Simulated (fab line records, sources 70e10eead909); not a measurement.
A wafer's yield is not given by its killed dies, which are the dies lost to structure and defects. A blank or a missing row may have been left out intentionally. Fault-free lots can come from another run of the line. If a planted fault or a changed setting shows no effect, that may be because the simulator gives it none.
Which tool is to blame? | flow nand-harc | 14 lots, 42 wafers sampled, at 5 steps of a route of 1302

WHAT THE GAUGES READ, wafer by wafer
NHARC_A_M1_CD_MEAS_16. Usual: cd-nm at 120.1 nm, with a standard deviation of 0.83.
lot  | measured     | on        | cd-nm (nm)        | flag
L523 | day 23 19:17 | cd-sem-02 | 119.5 119.6 119.0 |
L520 | day 23 21:53 | cd-sem-02 | 119.6 119.9 119.3 |
L527 | day 25 12:53 | cd-sem-03 | 119.8 118.8 120.3 |
L529 | day 27 10:04 | cd-sem-01 | 121.4 121.5 120.1 |
L530 | day 27 10:47 | cd-sem-03 | 120.1 121.2 119.7 |
L531 | day 27 16:40 | cd-sem-02 | 118.9 119.4 118.9 |
L533 | day 28 02:45 | cd-sem-01 | 118.8 119.2 118.6 |
L536 | day 30 11:01 | cd-sem-01 | 118.7 119.6 119.4 |
L538 | day 30 18:31 | cd-sem-02 | 122.2 121.5 121.4 |
L537 | day 30 20:13 | cd-sem-02 | 120.3 119.8 119.8 |
L540 | day 31 03:17 | cd-sem-03 | 120.2 120.4 120.4 |
L541 | day 32 03:42 | cd-sem-03 | 119.3 119.3 119.6 |
L543 | day 32 15:34 | cd-sem-01 | 121.2 119.9 120.6 |
L542 | day 33 03:31 | cd-sem-03 | 120.4 121.2 119.8 |

NHARC_END_SORT_01. Usual: for defect-limited-yield, 90.9 % with a standard deviation of 2.6; for killed-at-array, 57 with a standard deviation of 18; for killed-at-other, 0.8 with a standard deviation of 1; for killed-at-periphery, 3.9 with a standard deviation of 2.8; for killed-dies, 62 with a standard deviation of 18; for killed-open, 3.4 with a standard deviation of 1.8; for killed-short, 2.2 with a standard deviation of 1.6.
lot  | measured     | on        | defect-limited-yield (%) | killed-at-array | killed-at-other | killed-at-periphery | killed-dies | killed-open | killed-short | flag
L520 | day 25 11:52 | prober-02 | 91.1 90.0 88.0           | 58 67 78        | 2 0 2           | 0 1 1               | 60 68 81    | 1 1 3       | 1 0 2        |
L527 | day 26 23:14 | prober-01 | 93.1 92.5 93.6           | 45 45 40        | 2 1 1           | 0 5 2               | 47 51 43    | 4 2 3       | 0 1 1        |
L529 | day 29 04:01 | prober-02 | 95.0 93.9 94.1           | 29 39 33        | 3 0 4           | 2 2 3               | 34 41 40    | 5 2 4       | 3 2 3        |
L530 | day 28 21:55 | prober-01 | 90.7 92.2 91.0           | 61 51 57        | 0 1 3           | 2 1 1               | 63 53 61    | 0 1 1       | 2 2 2        |
L531 | day 29 04:56 | prober-01 | 97.5 97.8 96.0           | 16 14 23        | 0 1 1           | 1 0 3               | 17 15 27    | 5 4 9       | 0 4 3        |
L533 | day 29 11:46 | prober-02 | 92.6 93.5 93.6           | 49 39 41        | 0 0 0           | 1 5 2               | 50 44 43    | 2 4 3       | 1 1 2        |
L536 | day 31 20:59 | prober-01 | 88.5 89.7 89.1           | 74 67 68        | 2 2 0           | 2 1 6               | 78 70 74    | 5 5 7       | 0 2 2        |
L538 | day 32 04:56 | prober-01 | 86.0 85.5 83.0           | 86 97 111       | 0 0 2           | 9 1 2               | 95 98 115   | 0 2 5       | 1 4 4        |

TOOL THAT RAN EACH LOT (tool first, then ch and the chambers of the sampled wafers, then the start)
lot  | NHARC_A_M1_DEGAS_29          | NHARC_A_M1_PRE_CLEAN_32         | NHARC_A_M1_DEP_33
L523 | pvd-sputter-01, day 23 19:59 | pecvd-04 ch 0,1,2, day 23 22:15 | pecvd-04 ch 0,1,2, day 23 22:25
L520 | pvd-sputter-02, day 23 22:36 | pecvd-02 ch 0,1, day 24 00:14   | pecvd-02 ch 0,1, day 24 00:24
L527 | pvd-sputter-02, day 25 13:40 | pecvd-04 ch 0,1,2, day 25 15:21 | pecvd-04 ch 0,1,2, day 25 15:28
L529 | pvd-sputter-01, day 27 10:47 | pecvd-02 ch 0,1,2, day 27 12:24 | pecvd-02 ch 0,1,2, day 27 12:29
L530 | pvd-sputter-02, day 27 11:30 | pecvd-03 ch 1,2, day 27 13:07   | pecvd-03 ch 1,2, day 27 13:14
L531 | pvd-sputter-01, day 27 17:23 | pecvd-02 ch 0,1, day 27 19:02   | pecvd-02 ch 0,1, day 27 19:08
L533 | pvd-sputter-02, day 28 03:28 | pecvd-03 ch 1,2, day 28 05:15   | pecvd-03 ch 1,2, day 28 05:22
L536 | pvd-sputter-02, day 30 11:44 | pecvd-04 ch 0,1, day 30 13:23   | pecvd-04 ch 0,1, day 30 13:31
L538 | pvd-sputter-01, day 30 19:13 | pecvd-04 ch 1,2, day 30 20:50   | pecvd-04 ch 1,2, day 30 20:55
L537 | pvd-sputter-01, day 30 20:56 | pecvd-03 ch 0,1,2, day 30 22:34 | pecvd-03 ch 0,1,2, day 30 22:39
L540 | pvd-sputter-02, day 31 04:01 | pecvd-02 ch 1,2, day 31 05:38   | pecvd-02 ch 1,2, day 31 05:44
L541 | pvd-sputter-03, day 32 04:25 | pecvd-02 ch 0,2, day 32 06:05   | pecvd-02 ch 0,2, day 32 06:13
L543 | pvd-sputter-02, day 32 16:18 | pecvd-02 ch 1,2, day 32 17:56   | pecvd-02 ch 1,2, day 32 18:04
L542 | pvd-sputter-01, day 33 04:14 | pecvd-03 ch 0,2, day 33 05:54   | pecvd-03 ch 0,2, day 33 05:59
- NHARC_A_M1_DEGAS_29: time 60 s.
- NHARC_A_M1_PRE_CLEAN_32: time 12 s.
- NHARC_A_M1_DEP_33: deposits SiCN, target thk 30 nm.

WHAT THE TOOLS THEMSELVES READ (means of the sampled wafers that have a number; where no wafer has one, the mark that the record gives instead)
NHARC_A_M1_DEGAS_29. Usual: heater-power-w at 330 W, with a standard deviation of 39.
lot  | tool           | heater-power-w (W) | flag
L523 | pvd-sputter-01 | 298                |
L520 | pvd-sputter-02 | 330                |
L527 | pvd-sputter-02 | 373                |
L529 | pvd-sputter-01 | 321                |
L530 | pvd-sputter-02 | 375                |
L531 | pvd-sputter-01 | 327                |
L533 | pvd-sputter-02 | 343                |
L536 | pvd-sputter-02 | 355                |
L538 | pvd-sputter-01 | 321                |
L537 | pvd-sputter-01 | 325                |
L540 | pvd-sputter-02 | 347                |
L541 | pvd-sputter-03 | 324                |
L543 | pvd-sputter-02 | 346                |
L542 | pvd-sputter-01 | 338                |

NHARC_A_M1_PRE_CLEAN_32. Usual: heater-power-w at 598 W, with a standard deviation of 74.
lot  | tool     | heater-power-w (W) | flag
L523 | pecvd-04 | 564                |
L520 | pecvd-02 | 638                |
L527 | pecvd-04 | 597                |
L529 | pecvd-02 | 593                |
L530 | pecvd-03 | 697                |
L531 | pecvd-02 | 612                |
L533 | pecvd-03 | 635                |
L536 | pecvd-04 | 618                |
L538 | pecvd-04 | 530                |
L537 | pecvd-03 | 629                |
L540 | pecvd-02 | 635                |
L541 | pecvd-02 | 509                |
L543 | pecvd-02 | 644                |
L542 | pecvd-03 | 623                |

NHARC_A_M1_DEP_33. Usual: chamber-pressure-Torr 2.999 Torr, standard deviation 0.0063; heater-power-w 539 W, standard deviation 70; rf-fwd-power-W 448.8 W, standard deviation 1.5.
lot  | tool     | chamber-pressure-Torr (Torr) | heater-power-w (W) | rf-fwd-power-W (W) | flag
L523 | pecvd-04 | 3.004                        | 584                | 449.2              |
L520 | pecvd-02 | 3.003                        | 578                | 447.8              |
L527 | pecvd-04 | 3.000                        | 511                | 450.6              |
L529 | pecvd-02 | 2.998                        | 549                | 520.9              | OFF
L530 | pecvd-03 | 2.997                        | 618                | 448.2              |
L531 | pecvd-02 | 3.005                        | 527                | 520.3              | OFF
L533 | pecvd-03 | 2.997                        | 506                | 449.7              |
L536 | pecvd-04 | 2.998                        | 490                | 448.3              |
L538 | pecvd-04 | 2.997                        | 547                | 448.9              |
L537 | pecvd-03 | 2.996                        | 548                | 449.3              |
L540 | pecvd-02 | 3.000                        | 581                | 448.7              |
L541 | pecvd-02 | 3.007                        | 450                | 448.4              |
L543 | pecvd-02 | 2.998                        | 567                | 448.7              |
L542 | pecvd-03 | 2.999                        | 600                | 448.8              |

THE ANSWER, worked out from the rows above alone
Rule: a lot is off if the mean of its wafers that have a number lies more than 3 standard deviations from the usual mean. Also off: a lot with no number at a reading for which 4 or more lots have one. Where the step has rows for the other lots, those lots are counted as sound. Order of review: gauges by route order, followed by the tools' own readings, for which a lot's mean as printed above is used. At the first step where some lot is off, the reading lying furthest off is the one used; lots without a number count as furthest.
Off, at NHARC_A_M1_DEP_33 on rf-fwd-power-W: L529, L531.
If a tool, at that step or one of the process steps before it, ran each lot that is off and ran no sound lot following the first of them, it fits. None of those tried fits.

WHAT THE SIMULATOR PUT IN
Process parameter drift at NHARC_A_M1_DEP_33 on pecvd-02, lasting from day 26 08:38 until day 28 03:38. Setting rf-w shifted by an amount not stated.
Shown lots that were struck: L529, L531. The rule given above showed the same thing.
